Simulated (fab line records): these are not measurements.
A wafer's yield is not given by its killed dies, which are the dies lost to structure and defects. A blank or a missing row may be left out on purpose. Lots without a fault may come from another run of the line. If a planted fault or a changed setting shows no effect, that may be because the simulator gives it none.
Split-lot trial | flow n5 finfet | 7 lots, 21 wafers read, on a route of 1938 steps

== THE SPLIT ==
At N5_BEOL_M7_VIA_ETCH_34 (etches SiCOH lowk in C4F6/O2, target depth 125.5 nm, time 50.5 s), the setting source w was moved away from the recipe's 345 W on 7 of the 21 wafers read, by -11.8% to +8.5%. For the rest of the wafers, this setting stayed at what the recipe calls for.

The split's own step is where the reading is taken.

== THE READING ==
rf vpp V, in V, at N5_BEOL_M7_VIA_ETCH_34 (etches SiCOH lowk in C4F6/O2, target depth 125.5 nm, time 50.5 s). Typical for fault-free wafers on this fab line: 668 V, with standard deviation 9 V.

wafer  | tool, chamber at the split | source w as run, W | against the recipe | rf vpp V, V | against lot-mates on the recipe
L076.3 | rie diel-03, 0             | 374.4              | +8.5%              | 648         | -24
L076.4 | rie diel-03, 2             | 345                | recipe             | 671         | -
L076.5 | rie diel-03, 3             | 345                | recipe             | 672         | -
L079.1 | rie diel-03, 2             | 345                | recipe             | 671         | -
L079.5 | rie diel-03, 2             | 326.2              | -5.4%              | 690         | +22
L079.6 | rie diel-03, 1             | 345                | recipe             | 666         | -
L085.1 | rie diel-03, 3             | 304.2              | -11.8%             | 716         | +45
L085.3 | rie diel-03, 1             | 345                | recipe             | 668         | -
L085.5 | rie diel-03, 0             | 345                | recipe             | 674         | -
L086.1 | rie diel-03, 1             | 345                | recipe             | 668         | -
L086.2 | rie diel-03, 2             | 345                | recipe             | 670         | -
L086.3 | rie diel-03, 3             | 345                | recipe             | 669         | -
L087.3 | rie diel-05, 1             | 345                | recipe             | 669         | -
L087.4 | rie diel-05, 0             | 345                | recipe             | 684         | -
L087.5 | rie diel-05, 2             | 345                | recipe             | 649         | -
L089.1 | rie diel-06, 3             | 345                | recipe             | 655         | -
L089.4 | rie diel-06, 0             | 319.5              | -7.4%              | 679         | +24
L089.5 | rie diel-06, 2             | 319.5              | -7.4%              | 706         | +51
L088.3 | rie diel-06, 2             | 311                | -9.9%              | 716         | +50
L088.4 | rie diel-06, 1             | 311                | -9.9%              | 700         | +34
L088.5 | rie diel-06, 1             | 345                | recipe             | 666         | -

THE FIT
A straight line over all 21 wafers: rf vpp V changes by -3.59 V for each +1% of source w; r = -0.89; the points scatter about the line by 9 V.
The same after taking each lot's own level away (the mean of its wafers on the recipe; 21 wafers): -3.98 V for each +1%; r = -0.92; scatter 8.5 V.
The reading moves by 47 V for the largest change in source w, on that fit.
The span of the lots' own levels, 655.0 to 671.5 V, comes to 1.8 times the standard deviation stated above.
Hence the lot-to-lot level has little effect on the slope; both slopes agree.
Check: with one of the wafers moved furthest among these (-11.8%) left out of the fit, the line predicts +49.7 V for it against its lot-mates. It came out at +45 V against them.
Tool readings at the split's step, against how far the setting was moved: rf vpp V r = -0.89.

== FURTHER SPLITS ON THESE WAFERS ==
Note: prior to the reading, these wafers also went through further splits. Each is held against what the fit with the lots' levels taken away leaves over:
other split on the same wafers     | wafers away from the commonest value | r with rf vpp V (lot level and that fit taken away)
N5_BEOL_M4_DESCUM_16 time s        | 5                                    | +0.11
N5_BEOL_M4_TRENCH_ETCH_37 source w | 6                                    | -0.04
N5_BEOL_M5_EXPOSE_25 dose mj       | 4                                    | +0.01
N5_BEOL_M5_VIA_ETCH_34 source w    | 6                                    | -0.08
N5_BEOL_M6_ETCH_61 bias w          | 9                                    | -0.04

== THE FILE'S OWN FIT ==
rf vpp V changes by -3.9 V for each +1% of source w, r = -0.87.
